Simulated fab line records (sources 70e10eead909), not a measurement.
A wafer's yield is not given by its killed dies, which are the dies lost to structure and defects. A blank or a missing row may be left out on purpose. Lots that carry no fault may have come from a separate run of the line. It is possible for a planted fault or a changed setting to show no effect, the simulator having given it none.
Which of the tools did it? + flow nandHarc + 6 lots with 18 wafers sampled at 5 steps, on a route of 1159 steps

WHAT EACH GAUGE READ, for each wafer
NHARC_END_SORT_01.
| lot  | measured     | on        | killedAtArray |
|------|--------------|-----------|---------------|
| L408 | day 25 23:12 | prober-02 | 23 14 30      |

WHAT TOOL EACH LOT RAN ON (gives the tool, then ch and the chambers of the sampled wafers, and finally the start)
| lot  | NHARC_A_WL_FILL_STRIP_27            | NHARC_A_WL_FILL_ETCHBACK_17      | NHARC_A_WL_FILL_ALD_19             | NHARC_A_CONTACT_DEP_24          |
|------|-------------------------------------|----------------------------------|------------------------------------|---------------------------------|
| L395 | plasmaAsher-02 ch 0,1, day 16 15:11 | rieMetal-01 ch 0,1, day 17 01:30 | aldMetal-01 ch 1,2,3, day 17 06:52 | pecvd-02 ch 1,2, day 18 01:00   |
| L396 | plasmaAsher-02 ch 0,1, day 16 23:35 | rieMetal-01 ch 0,1, day 17 07:04 | aldMetal-04 ch 2,3, day 17 12:34   | pecvd-04 ch 0,1, day 18 07:27   |
| L401 | plasmaAsher-02 ch 0,1, day 19 14:32 | rieMetal-01 ch 0,1, day 19 22:43 | aldMetal-02 ch 0,1,2, day 20 04:19 | pecvd-04 ch 0,1,2, day 20 10:13 |
| L408 | plasmaAsher-02 ch 0,1, day 20 02:45 | rieMetal-01 ch 0, day 20 11:47   | aldMetal-04 ch 1,2, day 20 17:29   | pecvd-02 ch 0,1, day 21 12:59   |
| L409 | plasmaAsher-01 ch 0,1, day 20 06:14 | rieMetal-01 ch 0,1, day 20 15:12 | aldMetal-01 ch 0,2,3, day 20 20:41 | pecvd-04 ch 1,2, day 21 17:22   |
| L416 | plasmaAsher-02 ch 0,1, day 22 02:25 | rieMetal-03 ch 0,1, day 22 13:58 | aldMetal-02 ch 1,2,3, day 22 19:24 | pecvd-02 ch 0,1, day 23 06:35   |
- NHARC_A_WL_FILL_STRIP_27: strips in N2/H2, time 20 s.
- NHARC_A_WL_FILL_ETCHBACK_17: etches the open film in Cl2/BCl3, target depth 4 nm, time 26.7 s.
- NHARC_A_WL_FILL_ALD_19: deposits TiN, target thk 2 nm, pulse time 3 s, ald cycles 100.
- NHARC_A_CONTACT_DEP_24: deposits SiO2, target thk 500 nm.

THE ANSWER, worked out from the rows above alone
Rule: usual is defined by the lots themselves. The widest of any qualifying gaps counts: lots, ordered by their means at a reading, are off when they make up no more than a third of the lots, leave a main group of 4 or more, and stand apart from it by 3 or more times the standard deviation of that group's means. If all means in a main group match to the digits the tables above print for the reading, that group is not used. A lot without any number at a reading at which 4 lots or more have one is off too. The other lots that the step has rows for count as sound.
Across all readings shown, no lot is off: no conclusion can be drawn from this.

WHAT HAD BEEN PUT IN BY THE SIMULATOR
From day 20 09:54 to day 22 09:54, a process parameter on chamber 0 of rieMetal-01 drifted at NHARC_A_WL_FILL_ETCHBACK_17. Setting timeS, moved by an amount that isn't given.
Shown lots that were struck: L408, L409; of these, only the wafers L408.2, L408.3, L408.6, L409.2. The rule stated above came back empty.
